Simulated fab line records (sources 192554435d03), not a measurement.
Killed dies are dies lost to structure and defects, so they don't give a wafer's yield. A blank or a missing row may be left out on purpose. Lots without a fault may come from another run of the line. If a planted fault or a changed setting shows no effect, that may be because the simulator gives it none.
Which tool did it? | flow n5_finfet | Sampling: 12 lots, 33 wafers, 4 of 1938 route steps

== WHAT EACH GAUGE READ, for each wafer ==
N5_BEOL_M10_CD_MEAS_11: the cd target is 64.1 nm. Usual: 63.7 nm for cd_nm, sd 0.68.
lot  | measured     | on        | cd_nm (nm)     | flag
L576 | day 10 05:16 | cd_sem-01 | 63.9 64.3 64.3 |
L577 | day 10 20:38 | cd_sem-02 | 63.4 62.9 62.8 |
L578 | day 11 20:55 | cd_sem-01 | 63.7 63.2 63.3 |
L581 | day 12 02:31 | cd_sem-02 | 64.4 63.3 64.3 |
L583 | day 13 02:05 | cd_sem-03 | 64.2 63.2 63.8 |
L586 | day 13 09:58 | cd_sem-02 | 62.9 62.7 62.4 |
L589 | day 13 13:10 | cd_sem-02 | 64.0 64.3 63.8 |
L585 | day 13 16:56 | cd_sem-03 | 64.5 64.9      |
L587 | day 13 17:06 | cd_sem-02 | 63.4 64.1 64.4 |
L591 | day 15 01:40 | cd_sem-03 | 63.7 64.7 64.2 |
L592 | day 16 11:23 | cd_sem-02 | 62.7           |
L598 | day 16 21:26 | cd_sem-01 | 63.4 62.9 62.6 |

N5_BEOL_M10_OVL_MEAS_29. Usual: V9_OVL 0.2 nm, standard deviation 0.73.
lot  | measured     | on         | V9_OVL (nm)    | flag
L576 | day 10 07:07 | overlay-01 | 0.2 0.6 -0.4   |
L577 | day 10 23:14 | overlay-01 | 1.1 0.1 -1.4   |
L578 | day 12 01:23 | overlay-01 | -0.7 -0.4 -0.2 |
L581 | day 12 05:36 | overlay-02 | 0.0 -0.8 0.2   |
L583 | day 13 02:57 | overlay-02 | 0.5 1.7 0.7    |
L586 | day 13 11:28 | overlay-02 | 0.3 -0.2 0.7   |
L589 | day 13 15:32 | overlay-01 | -1.1 -0.4 -1.1 |
L585 | day 13 20:27 | overlay-01 | 0.5 -0.7       |
L587 | day 13 20:33 | overlay-01 | 0.6 1.5 0.6    |
L591 | day 15 02:50 | overlay-02 | 0.1 0.1 -0.4   |
L592 | day 16 16:43 | overlay-02 | -0.4           |
L598 | day 16 23:49 | overlay-02 | 1.6 0.9 1.0    |

== TOOL THAT RAN EACH LOT (tool first, then ch and the chambers of the sampled wafers, then the start) ==
lot  | N5_BEOL_M10_HM_OPEN_17            | N5_BEOL_M10_EXPOSE_25
L576 | rie_metal-02 ch 0,1, day 10 05:38 | arfi_scanner-02 ch 0, day 10 06:58
L577 | rie_metal-02 ch 0,1, day 10 21:04 | arfi_scanner-02 ch 0, day 10 23:05
L578 | rie_metal-02 ch 0,1, day 11 21:17 | arfi_scanner-02 ch 0, day 12 01:14
L581 | rie_metal-02 ch 0,1, day 12 02:58 | arfi_scanner-02 ch 0, day 12 05:28
L583 | rie_metal-02 ch 0,1, day 13 02:26 | arfi_scanner-01 ch 0, day 13 02:47
L586 | rie_metal-03 ch 0,1, day 13 10:20 | arfi_scanner-02 ch 0, day 13 11:19
L589 | rie_metal-03 ch 0,1, day 13 13:35 | arfi_scanner-02 ch 0, day 13 15:24
L585 | rie_metal-03 ch 0,1, day 13 17:19 | arfi_scanner-01 ch 0, day 13 20:18
L587 | rie_metal-02 ch 0,1, day 13 17:53 | arfi_scanner-01 ch 0, day 13 20:23
L591 | rie_metal-02 ch 0,1, day 15 02:10 | arfi_scanner-02 ch 0, day 15 02:41
L592 | rie_metal-03 ch 0, day 16 11:49   | arfi_scanner-02 ch 0, day 16 16:35
L598 | rie_metal-01 ch 0,1, day 16 22:14 | arfi_scanner-01 ch 0, day 16 23:39
- N5_BEOL_M10_HM_OPEN_17: chemistry Cl2/BCl3, target TiN, target depth 20 nm, overetch 6 nm.
- N5_BEOL_M10_EXPOSE_25: exposes mask V9.

== AS READ BY THE TOOLS THEMSELVES (means over the sampled wafers that have a number; for cases with no such wafer, the mark the record gives instead) ==
N5_BEOL_M10_HM_OPEN_17. Usual: bcl3_flow_sccm 21.74 sccm, standard deviation 0.058; drypump_motor_current_A 5.9 A, standard deviation 0.31; he_backside_leak_sccm 3.4 sccm, standard deviation 0.39; mfc_cl2_sccm 53.27 sccm, standard deviation 0.17; oes_product_au 0.66 a.u., standard deviation 0.06; throttle_valve_pct 22.09 %, standard deviation 0.17.
lot  | tool         | bcl3_flow_sccm (sccm) | drypump_motor_current_A (A) | he_backside_leak_sccm (sccm) | mfc_cl2_sccm (sccm) | oes_product_au (a.u.) | throttle_valve_pct (%) | flag
L576 | rie_metal-02 | 21.70                 | 5.7                         | 3.2                          | 53.16               | 0.62                  | 22.04                  |
L577 | rie_metal-02 | 21.75                 | 5.8                         | 3.3                          | 53.24               | 0.64                  | 22.00                  |
L578 | rie_metal-02 | 21.68                 | 5.9                         | 3.3                          | 53.29               | 0.65                  | 21.97                  |
L581 | rie_metal-02 | 21.78                 | 5.8                         | 3.3                          | 53.34               | 0.64                  | 21.98                  |
L583 | rie_metal-02 | 21.75                 | 5.7                         | 3.2                          | 53.23               | 0.62                  | 22.05                  |
L586 | rie_metal-03 | 21.68                 | 5.9                         | 3.3                          | 53.34               | 0.73                  | 22.00                  |
L589 | rie_metal-03 | 21.72                 | 6.0                         | 3.6                          | 53.38               | 0.76                  | 22.09                  |
L585 | rie_metal-03 | 21.67                 | 6.0                         | 3.3                          | 53.20               | 0.75                  | 22.04                  |
L587 | rie_metal-02 | 21.70                 | 5.9                         | 3.3                          | 53.37               | 0.64                  | 21.98                  |
L591 | rie_metal-02 | 21.78                 | 5.7                         | 3.2                          | 53.23               | 0.60                  | 22.07                  |
L592 | rie_metal-03 | 21.79                 | 6.0                         | 3.4                          | 53.32               | 0.77                  | 22.22                  |
L598 | rie_metal-01 | 21.72                 | 6.2                         | 3.4                          | 53.21               | 0.66                  | 22.27                  |

N5_BEOL_M10_EXPOSE_25. Usual: exposure_dose_mJ_cm2 85.9, standard deviation 0.45; stage_vel_mm_s 500.06 mm/s, standard deviation 0.26.
lot  | tool            | exposure_dose_mJ_cm2 | stage_vel_mm_s (mm/s) | flag
L576 | arfi_scanner-02 | 86.3                 | 500.14                |
L577 | arfi_scanner-02 | 86.4                 | 499.89                |
L578 | arfi_scanner-02 | 86.4                 | 499.81                |
L581 | arfi_scanner-02 | 86.3                 | 499.78                |
L583 | arfi_scanner-01 | 85.5                 | 500.22                |
L586 | arfi_scanner-02 | 86.3                 | 500.17                |
L589 | arfi_scanner-02 | 86.4                 | 500.19                |
L585 | arfi_scanner-01 | 85.5                 | 500.13                |
L587 | arfi_scanner-01 | 85.5                 | 500.46                |
L591 | arfi_scanner-02 | 86.4                 | 499.99                |
L592 | arfi_scanner-02 | 87.7                 | 500.14                | OFF
L598 | arfi_scanner-01 | 85.3                 | 499.80                |

== THE ANSWER, worked out from the rows above alone ==
Rule: lot off if the mean of its wafers having a number is beyond 3 standard deviations from the usual mean. A lot without any number at a reading at which 4 lots or more have one is off too. Any other lot the step has rows for is counted as sound. First the gauges in route order, then the tools' own readings, where a lot's mean is used as printed above. The first step at which some lot is off is used, and at that step the reading that is off furthest; a lot without a number counts as furthest.
Off at N5_BEOL_M10_EXPOSE_25 (exposure_dose_mJ_cm2): L592.
If a tool, at that step or one of the process steps before it, ran each lot that is off and ran no sound lot following the first of them, it fits. This does not decide it: 2 tools fit, namely rie_metal-03 at N5_BEOL_M10_HM_OPEN_17 and arfi_scanner-02 at N5_BEOL_M10_EXPOSE_25.

== WHAT HAD BEEN PUT IN BY THE SIMULATOR ==
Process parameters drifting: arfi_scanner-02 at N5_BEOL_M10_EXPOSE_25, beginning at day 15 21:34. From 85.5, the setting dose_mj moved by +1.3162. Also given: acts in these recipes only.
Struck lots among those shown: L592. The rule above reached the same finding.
